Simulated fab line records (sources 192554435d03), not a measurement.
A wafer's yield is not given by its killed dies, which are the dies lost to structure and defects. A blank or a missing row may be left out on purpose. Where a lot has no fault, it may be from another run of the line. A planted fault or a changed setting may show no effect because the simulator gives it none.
3 desks, one fault + flow n5_finfet + numbers are kept per desk, each desk with only its own; the story behind them comes last

== THE DEFECT DESK ==
Per lot, the means of the sampled wafers with a number show what the inspections along the route counted. If a lot's mean is further than 4 standard deviations from the usual mean, the lot is out of limits and carries the mark OUT (the distance appears in the brackets).
Columns: A = raw_defect_count at N5_DUMMY_GATE_INSPECT_17, usual 188
| lot  | first seen here | A   |
|------|-----------------|-----|
| L842 | day 3 15:45     | 182 |
| L843 | day 3 21:27     | 230 |
| L845 | day 4 13:29     | 221 |
| L849 | day 5 16:47     | 166 |
| L850 | day 5 20:09     | 146 |
| L855 | day 6 21:54     | 213 |
| L856 | day 7 03:52     | 191 |
| L858 | day 7 16:37     | 150 |
| L860 | day 8 05:49     | 214 |
| L862 | day 8 19:48     | 261 |
Result from this desk: across the 10 lots, nothing is out of limits.

== FOR THE TOOL OWNER'S DESK: rie_si-04 ==
The tool's own readings at N5_DUMMY_GATE_ETCH_23 (etches poly-Si in HBr/Cl2/O2, target depth 41 nm, time 22.3 s): means of the sampled wafers that have a number, for each lot that ran on this tool. If a lot's mean is further than 4 standard deviations from the usual mean, the lot is out of limits and carries the mark OUT (the distance appears in the brackets).
Columns: A = HBr_flow_sccm at N5_DUMMY_GATE_ETCH_23, usual 149.9 sccm; B = drypump_motor_current_A at N5_DUMMY_GATE_ETCH_23, usual 5.8 A; C = oes_product_au at N5_DUMMY_GATE_ETCH_23, usual 0.994 a.u.; D = throttle_valve_pct at N5_DUMMY_GATE_ETCH_23, usual 37.24 %
| lot  | first seen here | A     | B   | C                | D     |
|------|-----------------|-------|-----|------------------|-------|
| L855 | day 6 23:17     | 149.7 | 5.5 | 1.003            | 37.21 |
| L856 | day 7 04:38     | 149.8 | 5.3 | 0.886 (-9.8) OUT | 37.48 |
| L858 | day 7 17:22     | 149.8 | 5.4 | 0.794 (-18) OUT  | 37.14 |
This desk's verdict: out of limits on L856, L858, starting with L856 at day 7 04:38 (oes_product_au at N5_DUMMY_GATE_ETCH_23). Within limits: L855.

== FROM THE METROLOGY DESK ==
What the gauges read, lot by lot, whatever tool the lot ran on: means of the sampled wafers that have a number. If a lot's mean is further than 4 standard deviations from the usual mean, the lot is out of limits and carries the mark OUT (the distance appears in the brackets). Of its 11 readings 7 are shown: those that lie furthest out on some lot.
Columns: A = DIBL_N at N5_BEOL_M4_RC_MEAS_101, usual 35.8 mV/V; B = DIBL_P at N5_BEOL_M4_RC_MEAS_101, usual 36.0 mV/V; C = IOFF_P at N5_BEOL_M4_RC_MEAS_101, usual 0.21 nA/um; D = ION_N at N5_BEOL_M4_RC_MEAS_101, usual 673 uA/um; E = ION_P at N5_BEOL_M4_RC_MEAS_101, usual 462 uA/um; F = VT_N at N5_BEOL_M4_RC_MEAS_101, usual 250 mV; G = VT_P at N5_BEOL_M4_RC_MEAS_101, usual -250 mV
| lot  | first seen here | A    | B    | C    | D   | E   | F   | G    |
|------|-----------------|------|------|------|-----|-----|-----|------|
| L842 | day 3 16:53     | 38.1 | 37.6 | 0.23 | 681 | 466 | 251 | -251 |
| L843 | day 3 21:52     | 37.2 | 36.0 | 0.24 | 691 | 472 | 245 | -244 |
| L845 | day 4 14:08     | 35.9 | 36.9 | 0.22 | 680 | 465 | 250 | -250 |
| L849 | day 5 17:11     | 35.9 | 37.3 | 0.26 | 674 | 470 | 248 | -245 |
| L850 | day 5 20:34     | 36.1 | 37.6 | 0.21 | 672 | 456 | 249 | -251 |
| L855 | day 6 22:56     | 36.5 | 35.0 | 0.20 | 668 | 460 | 252 | -251 |
| L856 | day 7 04:19     | 33.5 | 34.0 | 0.17 | 658 | 451 | 253 | -254 |
| L858 | day 7 17:02     | 36.8 | 36.6 | 0.21 | 674 | 462 | 252 | -250 |
| L860 | day 8 06:14     | 38.0 | 38.7 | 0.22 | 671 | 462 | 250 | -250 |
| L862 | day 8 20:26     | 36.0 | 34.2 | 0.19 | 669 | 457 | 250 | -252 |
Result from this desk: across the 10 lots, nothing is out of limits.

== TAKEN TOGETHER ==
On L856, L858, at day 7 04:38, an alarm was possible from the tool owner's desk.
No out-of-limits result turned up at the defect desk.
Nothing out of limits was seen by the metrology desk.
The defect desk has L856, L858 on record, within its limits.
The metrology desk has L856, L858 on record, within its limits.
Of the lots named, all ran N5_DUMMY_GATE_ETCH_23 on rie_si-04.

== WHAT WAS PUT IN BY THE SIMULATOR ==
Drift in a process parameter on rie_si-04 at N5_DUMMY_GATE_ETCH_23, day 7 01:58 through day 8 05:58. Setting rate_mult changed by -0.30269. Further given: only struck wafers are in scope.
Lots struck among those shown: L856, L858.
Time in hours from fault onset to the first out-of-limits reading at each desk: the tool owner's desk, 3.
